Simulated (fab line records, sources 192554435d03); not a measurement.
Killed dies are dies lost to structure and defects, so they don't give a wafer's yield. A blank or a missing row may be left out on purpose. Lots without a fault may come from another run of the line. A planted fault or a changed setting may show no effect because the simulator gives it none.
One fault seen from 3 desks | flow n5_finfet | each desk has only its own numbers; what lay behind them comes last

THE METROLOGY DESK
What the gauges read, lot by lot, whatever tool the lot ran on: means of the sampled wafers that have a number. A lot is out of limits, marked OUT, if its mean lies more than 4 standard deviations from the usual mean; the brackets give that distance.
Columns: A = cd_nm at N5_BEOL_M8_CD_MEAS_28, usual 40.05 nm; B = V7_OVL at N5_BEOL_M8_OVL_MEAS_29, usual 0.4 nm
lot  | first seen here | A     | B
L520 | day 10 21:19    | 40.07 | 1.1
L527 | day 12 05:46    | 40.16 | 0.6
L530 | day 13 10:53    | 39.97 | 0.5
L535 | day 14 17:28    | 40.14 | 0.0
L542 | day 16 06:06    | 40.34 | 0.7
L543 | day 16 12:44    | 39.76 | 0.7
This desk's finding: nothing out of limits on any of the 6 lots.

THE TOOL OWNER'S DESK: rie_diel-05
The tool's own readings at N5_BEOL_M8_ETCH_66 (etches SOC in N2/H2, target depth 80 nm, overetch 16 nm, time 120 s): means of the sampled wafers that have a number, for each lot that ran on this tool. A lot is out of limits, marked OUT, if its mean lies more than 4 standard deviations from the usual mean; the brackets give that distance.
Columns: A = bias_w at N5_BEOL_M8_ETCH_66, usual 150.0 W; B = drypump_motor_current_A at N5_BEOL_M8_ETCH_66, usual 5.7 A; C = oes_product_au at N5_BEOL_M8_ETCH_66, usual 0.62 a.u.; D = rf_vpp_V at N5_BEOL_M8_ETCH_66, usual 524.9 V; E = showerhead_plenum_p_Torr at N5_BEOL_M8_ETCH_66, usual 2.58 Torr; F = throttle_valve_pct at N5_BEOL_M8_ETCH_66, usual 17.82 %
lot  | first seen here | A               | B   | C    | D               | E    | F
L527 | day 12 05:58    | 149.4           | 5.7 | 0.55 | 524.0           | 2.55 | 18.03
L530 | day 13 11:12    | 115.2 (-74) OUT | 6.1 | 0.59 | 443.7 (-32) OUT | 2.57 | 17.97
L535 | day 14 18:08    | 115.4 (-74) OUT | 5.8 | 0.68 | 442.7 (-33) OUT | 2.51 | 17.90
This desk's finding: out of limits on L530, L535; first on L530, day 13 11:12 (bias_w at N5_BEOL_M8_ETCH_66). In limits: L527.

THE DEFECT DESK
What the inspections along the route counted, lot by lot: means of the sampled wafers that have a number. A lot is out of limits, marked OUT, if its mean lies more than 4 standard deviations from the usual mean; the brackets give that distance.
Columns: A = raw_defect_count at N5_BEOL_M8_INSPECT_30, usual 410
lot  | first seen here | A
L520 | day 10 21:24    | 542
L527 | day 12 05:50    | 385
L530 | day 13 10:58    | 307
L535 | day 14 17:33    | 378
L542 | day 16 06:11    | 324
L543 | day 16 12:49    | 488
This desk's finding: nothing out of limits on any of the 6 lots.

PUT TOGETHER
The tool owner's desk could have raised an alarm at day 13 11:12, on L530, L535.
The metrology desk saw nothing out of limits.
The defect desk saw nothing out of limits.
The metrology desk has L530, L535 on record, within its limits.
The defect desk has L530, L535 on record, within its limits.
Of the lots named, all ran N5_BEOL_M8_ETCH_66 on rie_diel-05.

WHAT THE SIMULATOR HAD PUT IN
Process parameter drift: rie_diel-05, from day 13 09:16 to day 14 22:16, at N5_BEOL_M8_ETCH_66. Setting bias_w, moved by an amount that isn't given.
Lots struck among those shown: L530, L535.
Hours from the fault's start to each desk's first reading out of limits: the tool owner's desk, 2.
